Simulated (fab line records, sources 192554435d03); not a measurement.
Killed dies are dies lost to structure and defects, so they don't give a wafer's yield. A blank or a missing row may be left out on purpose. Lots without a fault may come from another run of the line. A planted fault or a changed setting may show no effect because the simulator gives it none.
fab line records | flow n5_finfet
record lots=5 wafers=15 last_day=18
route steps=1938 shown BEOL_M7@1311 PASSIVATION@1936
lots that met no fault: from a run of the same line without faults
start_h: hours from the record's first day to the start of the lot's first wafer shown | wait_h: hours since the lot's step before | " the same as in the row above | L1.1+2: a row that stands for several wafers | - no value, or no start given | * or withheld: withheld | < > ~ a bound
route shown NAME@n: a module of which the file shows steps, and the number in the route of the first | usual: mean/standard deviation of fault-free wafers | same: alike in all rows | chamber/n: place in a boat | sites: the reading at each site | _std_site: their standard deviation | _edge_site: outer sites' mean less inner sites' | radius_mm: how far each site lies from the wafer's centre | mask NAME#n: copy n | behind: the tool/chamber that last shaped the wafer | hold: why the lot was held/for how many hours/how that ended | device: the transistor (n, p or np) that didn't switch | end of line: the same wafers' tests at the end of the route | a step without rows: its recipe alone | killed: dies lost to structure and defects at the first sort, not the wafer's yield | map: a wafer's dies, x killed, . not, _ none there
set.NAME: the setting as run; set.NAME@STEP: as run at that earlier step | model.NAME: the simulator's own value behind a step, which no gauge read
lots at some steps of the route; a table a step, a row a wafer
services: from which hour (start_h, from the record's first day; less than 0 if before it) a tool's chamber was out of use, for how many hours, and why
## steps
# step N5_BEOL_M7_OCD_MEAS_38
# usual trench_depth_nm=93.0/1.8
# columns lot.wafer tool chamber start_h wait_h trench_depth_nm
L591.2 ocd-02 - 221.76 - 94.2
L591.4 " - " " 94.0
L591.5 " - " " 92.6
L597.2 ocd-01 - 263.15 - 94.4
L597.4 " - " " 97.6
L597.5 " - " " 95.1
L605.1 ocd-01 - 308.40 - 91.5
L605.3 " - " " 90.2
L605.5 " - " " 89.7
L607.3 ocd-01 - 343.48 - 94.3
L607.4 " - " " 92.8
L607.5 " - " " 93.3
L610.1 ocd-01 - 363.65 - 93.7
L610.3 " - " " 94.1
L610.5 " - " " 94.9
# step N5_BEOL_M7_HM_STRIP_39
# recipe chemistry=peroxide_tin_strip material=TiN target_depth_a=250 temp_c=50 time_s=158
# step N5_BEOL_M7_SRD_40
# recipe time_s=30 temp_c=23 rinse_liquid=diw dry=ipa_marangoni
# step N5_BEOL_M7_PRECLEAN_42
# recipe chemistry=residue_remover time_s=60 temp_c=40
# step N5_BEOL_M7_SRD_43
# recipe time_s=30 temp_c=23 rinse_liquid=diw dry=ipa_marangoni
# step N5_BEOL_M7_CD_MEAS_35
# recipe target_cd_nm=40 polarity=opening
# usual cd_nm=40.1/0.67
# columns lot.wafer tool chamber start_h wait_h cd_nm
L591.2 cd_sem-02 - 221.92 0.0 40.4
L591.4 " - " " 40.3
L591.5 " - " " 38.9
L597.2 cd_sem-03 - 263.31 0.0 40.2
L597.4 " - " " 39.3
L597.5 " - " " 41.1
L605.1 cd_sem-01 - 308.56 0.0 40.0
L605.3 " - " " 40.9
L605.5 " - " " 39.3
L607.3 cd_sem-03 - 343.63 0.0 39.4
L607.4 " - " " 39.9
L607.5 " - " " 40.1
L610.1 cd_sem-03 - 363.81 0.0 39.9
L610.3 " - " " 39.6
L610.5 " - " " 40.4
# step N5_BEOL_M7_CURE_75
# recipe temp_c=370 time_s=120 ambient=DMADMS/He material=SiCOH_lowk
# usual lamp_power_pct=52.31/0.058 wafer_temp_C_max=371.8/0.64
# columns lot.wafer tool chamber start_h wait_h lamp_power_pct wafer_temp_C_max
L591.2 uv_cure-01 2 222.01 0.1 52.42 370.9
L591.4 " 2 " " 52.34 371.3
L591.5 " 2 " " 52.26 370.8
L597.2 uv_cure-01 1 263.40 0.1 52.24 373.1
L597.4 " 1 " " 52.31 371.9
L597.5 " 1 " " 52.30 372.8
L605.1 uv_cure-01 2 308.60 0.0 52.26 371.0
L605.3 " 2 " " 52.30 371.3
L605.5 " 2 " " 52.30 371.3
L607.3 uv_cure-02 2 343.77 0.1 52.36 372.4
L607.4 " 2 " " 52.25 372.3
L607.5 " 2 " " 52.25 371.7
L610.1 uv_cure-02 0 364.25 0.4 52.29 371.7
L610.3 " 0 " " 52.33 371.8
L610.5 " 0 " " 52.23 371.7
# step N5_BEOL_M7_DEGAS_44
# recipe ambient=vacuum temp_c=250 time_s=60
# usual heater_power_w=339/52
# columns lot.wafer tool chamber start_h wait_h heater_power_w
L591.2 pvd_sputter-02 - 224.67 2.6 341
L591.4 " - " " 427
L591.5 " - " " 247
L597.2 pvd_sputter-03 - 264.10 0.7 282
L597.4 " - " " 322
L597.5 " - " " 313
L605.1 pvd_sputter-02 - 308.96 0.3 242
L605.3 " - " " 349
L605.5 " - " " 423
L607.3 pvd_sputter-03 - 344.20 0.4 330
L607.4 " - " " 312
L607.5 " - " " 312
L610.1 pvd_sputter-01 - 364.93 0.6 341
L610.3 " - " " 323
L610.5 " - " " 324
# step N5_BEOL_M7_PRE_CLEAN_45
# recipe gas=H2/He time_s=30 temp_c=250
# usual heater_power_w=340/53
# columns lot.wafer tool chamber start_h wait_h heater_power_w
L591.2 pvd_sputter-02 - 224.71 0.0 339
L591.4 " - " " 425
L591.5 " - " " 242
L597.2 pvd_sputter-03 - 264.14 0.0 287
L597.4 " - " " 324
L597.5 " - " " 305
L605.1 pvd_sputter-02 - 309.00 0.0 254
L605.3 " - " " 343
L605.5 " - " " 428
L607.3 pvd_sputter-03 - 344.24 0.0 331
L607.4 " - " " 306
L607.5 " - " " 304
L610.1 pvd_sputter-01 - 364.97 0.0 337
L610.3 " - " " 329
L610.5 " - " " 328
# step N5_BEOL_M7_ALD_77
# recipe material=TaN target_thk_a=20 temp_c=275 ald_precursor_family=PDMAT ald_co_reactant=NH3 pressure_torr=3 carrier_flow_sccm=1500 pulse_time_s=2 purge_time_s=3 co_reactant_purge_time_s=2 co_reactant_pulse_time_s=3 ald_cycles=40 precursor_vessel_temp_c=75 precursor_vessel_pressure_torr=26.25 precursor_vessel_carrier_sccm=1000
# usual heater_power_w=415/31 precursor_vessel_pressure_torr=26.25/0.056 precursor_vessel_temp_c=74.99/0.13
# columns lot.wafer tool chamber start_h wait_h heater_power_w precursor_vessel_pressure_torr precursor_vessel_temp_c
L591.2 ald_metal-04 0 224.77 0.0 402 26.22 75.31
L591.4 " 1 " " 402 26.24 75.02
L591.5 " 2 " " 412 26.28 75.15
L597.2 ald_metal-01 3 264.21 0.1 379 26.19 74.90
L597.4 " 1 " " 399 26.19 74.93
L597.5 " 1 " " 384 26.26 74.97
L605.1 ald_metal-03 3 309.21 0.2 401 26.20 74.83
L605.3 " 1 " " 416 26.14 74.76
L605.5 " 3 " " 390 26.10 74.97
L607.3 ald_metal-03 3 344.38 0.1 412 26.20 75.14
L607.4 " 0 " " 401 26.32 75.08
L607.5 " 2 " " 433 26.35 74.74
L610.1 ald_metal-04 3 365.03 0.0 477 26.22 74.98
L610.3 " 2 " " 432 26.24 74.98
L610.5 " 2 " " 421 26.20 74.85
# step N5_BEOL_M7_SURFACE_TREAT_79
# recipe gas=Ar time_s=* ion_energy_ev=* ion_current_ma_cm2=0.5 pressure_mtorr=* ar_flow_sccm=30
# usual throttle_valve_pct=*
# columns lot.wafer tool chamber start_h wait_h throttle_valve_pct
L591.2 pvd_sputter-02 - 225.09 0.2 *
L591.4 " - " " *
L591.5 " - " " *
L597.2 pvd_sputter-03 - 264.50 0.2 *
L597.4 " - " " *
L597.5 " - " " *
L605.1 pvd_sputter-02 - 309.60 0.3 *
L605.3 " - " " *
L605.5 " - " " *
L607.3 pvd_sputter-02 - 345.08 0.6 *
L607.4 " - " " *
L607.5 " - " " *
L610.1 pvd_sputter-03 - 365.77 0.6 *
L610.3 " - " " *
L610.5 " - " " *
# step N5_BEOL_M7_CVD_78
# recipe material=Co target_thk_a=20 temp_c=withheld precursor=CCTBA/H2 pressure_torr=30 time_s=142.3
# step N5_BEOL_M7_SPUTTER_48
# recipe material=Cu target_thk_a=100 temp_c=-20 bias_v=60 power_w=26000 chamber_pressure_pa=0.13 time_s=1.667
# usual cathode_dc_power_W=26000/4.8 throttle_valve_pct=30.1/1
# columns lot.wafer tool chamber start_h wait_h cathode_dc_power_W throttle_valve_pct
L591.2 pvd_sputter-02 - 225.57 0.2 25997 30.4
L591.4 " - " " 26000 31.5
L591.5 " - " " 26001 29.7
L597.2 pvd_sputter-03 - 264.72 0.1 26005 32.3
L597.4 " - " " 25994 30.5
L597.5 " - " " 26003 30.5
L605.1 pvd_sputter-01 - 311.24 1.3 26009 28.6
L605.3 " - " " 25998 28.3
L605.5 " - " " 25997 29.4
L607.3 pvd_sputter-02 - 345.56 0.3 25997 31.0
L607.4 " - " " 32516 30.0
L607.5 " - " " 32536 30.2
L610.1 pvd_sputter-01 - 367.07 1.0 26004 28.6
L610.3 " - " " 25999 30.0
L610.5 " - " " 26005 28.8
# step N5_BEOL_M7_ECD_50
# recipe material=Cu target_thk_a=3000
# step N5_PASSIVATION_PROBE_49
# usual defect_limited_yield=91.4/1.5 killed_at_M0_to_M3=35/11 killed_at_M4_up=16/7 killed_at_contacts=11/5.3 killed_at_front_end=37/11 killed_at_other=3.1/2.8 killed_dies=102/18 killed_open=69/15 killed_short=31/7.8 sort_bin_5_function=5.1/1.1 sort_bin_6_memory=3.2/0.69 sort_n_pass=1078/18 sort_yield_pct=91.4/1.5
# same gross_dies=1180 killed_at_back_side=0 sort_bin_4_leakage[%]=0 sort_bin_8_speed[%]=0
# columns lot.wafer tool chamber start_h wait_h defect_limited_yield[%] killed_at_M0_to_M3 killed_at_M4_up killed_at_contacts killed_at_front_end killed_at_other killed_dies killed_open killed_short sort_bin_5_function[%] sort_bin_6_memory[%] sort_n_pass sort_yield_pct[%]
L591.2 prober-01 - 301.08 0.1 87.6 54 35 25 29 3 146 117 29 6.9 5.3 1034 87.6
L591.4 prober-01 - 301.18 0.2 88.2 55 20 21 38 5 139 100 39 6.8 4.7 1041 88.2
L591.5 prober-01 - 301.23 0.2 87.5 79 31 17 21 0 148 102 45 8.3 3.7 1032 87.5
# killed by level:class
L591.2 MOL_CONTACT_COAG:geometric_particle:open=22 BEOL_M4:geometric_particle:open=22 BEOL_M0_SAQP:geometric_particle:open=14 BEOL_M2:geometric_particle:open=12 BEOL_M3:geometric_particle:open=11 BEOL_M0_SAQP:geometric_particle:short=10 FIN_SAQP:geometric_particle:open=8 STI_FIN_REVEAL:geometric_particle:open=8
L591.4 MOL_CONTACT_COAG:geometric_particle:open=19 BEOL_M3:geometric_particle:open=17 BEOL_M0_SAQP:geometric_particle:open=11 STI_FIN_REVEAL:geometric_particle:open=11 BEOL_M0_SAQP:geometric_particle:short=11 BEOL_M4:geometric_particle:open=8 FIN_SAQP:geometric_particle:short=7 BEOL_M1:geometric_particle:open=6
L591.5 BEOL_M4:geometric_particle:open=21 BEOL_M3:geometric_particle:open=20 BEOL_M0_SAQP:geometric_particle:short=19 MOL_CONTACT_COAG:geometric_particle:open=14 BEOL_M2:geometric_particle:open=11 BEOL_M0_SAQP:geometric_particle:open=10 BEOL_M1:geometric_particle:open=9 BEOL_M3:geometric_particle:short=6
## services
# columns tool chamber start_h hours kind
uv_cure-02 - 201.66 0.3 repair
uv_cure-02 - 237.23 1.8 repair
ald_metal-03 - 239.21 1.4 repair
ald_metal-01 1 289.32 3.1 repair
ald_metal-01 1 302.94 7.0 repair
uv_cure-02 - 305.07 1.0 pm
ald_metal-01 3 313.70 12.2 repair
pvd_sputter-03 - 313.96 11.4 repair
ald_metal-03 3 323.85 5.2 repair
ald_metal-03 2 325.61 15.1 repair
pvd_sputter-01 - 331.34 3.0 repair
uv_cure-02 - 331.64 1.4 repair
ald_metal-01 - 337.25 14.0 pm
ald_metal-01 0 337.25 14.0 vent_cycle
ald_metal-01 1 337.25 14.0 vent_cycle
ald_metal-01 2 337.25 14.0 vent_cycle
ald_metal-01 3 337.25 14.0 vent_cycle
pvd_sputter-01 - 337.39 1.7 repair
ald_metal-01 0 351.25 - clean
ald_metal-01 1 351.25 - clean
ald_metal-01 2 351.25 - clean
ald_metal-01 3 351.25 - clean
ald_metal-03 - 365.93 0.7 repair
## key
first_sign step=N5_BEOL_M7_SPUTTER_48 reading=cathode_dc_power_W direction=up sigmas=99+ usual=* struck=*
effect none on later readings
met_at N5_BEOL_M7_SPUTTER_48
struck_wafers L607.4,L607.5
onset_between 225.57 345.56
fault kind=process_parameter_drift tool=pvd_sputter-02 chamber=- onset_h=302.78 steps=N5_BEOL_M7_SPUTTER_48 channel=power_w offset=* shape=step end_h=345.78 acts_in=* stated=* scope=struck_wafers_only
